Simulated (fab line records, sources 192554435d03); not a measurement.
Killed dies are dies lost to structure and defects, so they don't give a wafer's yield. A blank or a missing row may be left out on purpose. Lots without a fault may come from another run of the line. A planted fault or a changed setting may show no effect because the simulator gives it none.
Tool commonality check | flow n5_finfet | 9 lots, 27 wafers sampled

WHY IT WAS OPENED
At N5_PMOS_HMC_CHANNEL_EPI_CD_MEAS_09 the reading cd_nm is flagged on 2 of 9 lots. Wafers without a fault read 237.4 nm, standard deviation 0.88.
Rule: a lot is flagged when every wafer of it that has a number lies more than 4 standard deviations from that mean, or none has a number. The other lots count as sound.

lot  | measured    | on        | cd_nm (nm), wafer by wafer | flag
L467 | day 1 23:41 | cd_sem-03 | 237.8 238.5 238.3          |
L469 | day 2 11:25 | cd_sem-01 | 237.6 237.9 238.8          |
L476 | day 4 05:23 | cd_sem-03 | 236.8 236.6 236.8          |
L477 | day 4 11:25 | cd_sem-03 | 236.8 237.3 236.9          |
L478 | day 4 17:26 | cd_sem-03 | 235.4 236.5 237.3          |
L483 | day 5 23:30 | cd_sem-03 | 246.0 246.7 246.2          | FLAGGED
L484 | day 6 05:14 | cd_sem-02 | 237.7 236.7 237.5          |
L487 | day 6 23:30 | cd_sem-02 | 246.4 246.9 246.9          | FLAGGED
L489 | day 7 11:04 | cd_sem-02 | 236.7 237.1 237.8          |
The numbers of the flagged lots are 246.5 nm on average: +9.1 nm against the usual, or +10 standard deviations.

WHICH TOOL RAN EACH LOT
The record holds 1 process step before the reading, out of a route of 1938 steps. In each cell: the tool, then ch and the chambers that the sampled wafers went through, then the start.
lot  | flag    | N5_PMOS_HMC_CHANNEL_EPI_PEB_07
L467 |         | litho_track-03 ch 0, day 1 23:37
L469 |         | litho_track-05 ch 0, day 2 11:20
L476 |         | litho_track-03 ch 0, day 4 05:19
L477 |         | litho_track-03 ch 0, day 4 11:20
L478 |         | litho_track-03 ch 0, day 4 17:23
L483 | FLAGGED | litho_track-03 ch 0, day 5 23:26
L484 |         | litho_track-02 ch 0, day 6 05:10
L487 | FLAGGED | litho_track-03 ch 0, day 6 23:26
L489 |         | litho_track-02 ch 0, day 7 10:59
What these steps do:
- N5_PMOS_HMC_CHANNEL_EPI_PEB_07: peb time 60 s.
- N5_PMOS_HMC_CHANNEL_EPI_CD_MEAS_09: target cd 237.4 nm.

FLAGGED OVER TOTAL, TOOL BY TOOL (the gauges that took the reading come last)
step                               | tool           | lots run | flagged | share of the flagged lots | sound lots run after its first flagged lot
N5_PMOS_HMC_CHANNEL_EPI_PEB_07     | litho_track-02 | 2        | 0       | none                      | -
N5_PMOS_HMC_CHANNEL_EPI_PEB_07     | litho_track-03 | 6        | 2       | all                       | 0
N5_PMOS_HMC_CHANNEL_EPI_PEB_07     | litho_track-05 | 1        | 0       | none                      | -
N5_PMOS_HMC_CHANNEL_EPI_CD_MEAS_09 | cd_sem-01      | 1        | 0       | none                      | -
N5_PMOS_HMC_CHANNEL_EPI_CD_MEAS_09 | cd_sem-02      | 3        | 1       | some                      | 1 (L489)
N5_PMOS_HMC_CHANNEL_EPI_CD_MEAS_09 | cd_sem-03      | 5        | 1       | some                      | 0

WHAT THE TABLE ALLOWS
1 row of the table ran every flagged lot: litho_track-03 at N5_PMOS_HMC_CHANNEL_EPI_PEB_07.
- litho_track-03 at N5_PMOS_HMC_CHANNEL_EPI_PEB_07: 2 of its 6 lots flagged. Its last sound lot is L478 (day 4 17:23), its first flagged lot L483 (day 5 23:26): a fault that began between those two fits. Its own readings lie more than 4 standard deviations out on every wafer of the flagged lots: plate_temp_C.
One tool is left: litho_track-03 at N5_PMOS_HMC_CHANNEL_EPI_PEB_07.

WHAT THE SIMULATOR HAD PUT IN
Process parameter drift: litho_track-03, from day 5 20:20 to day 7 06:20, at N5_PMOS_HMC_CHANNEL_EPI_PEB_07. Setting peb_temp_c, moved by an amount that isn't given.
Lots struck among those shown: L483, L487. The rule above found the same.
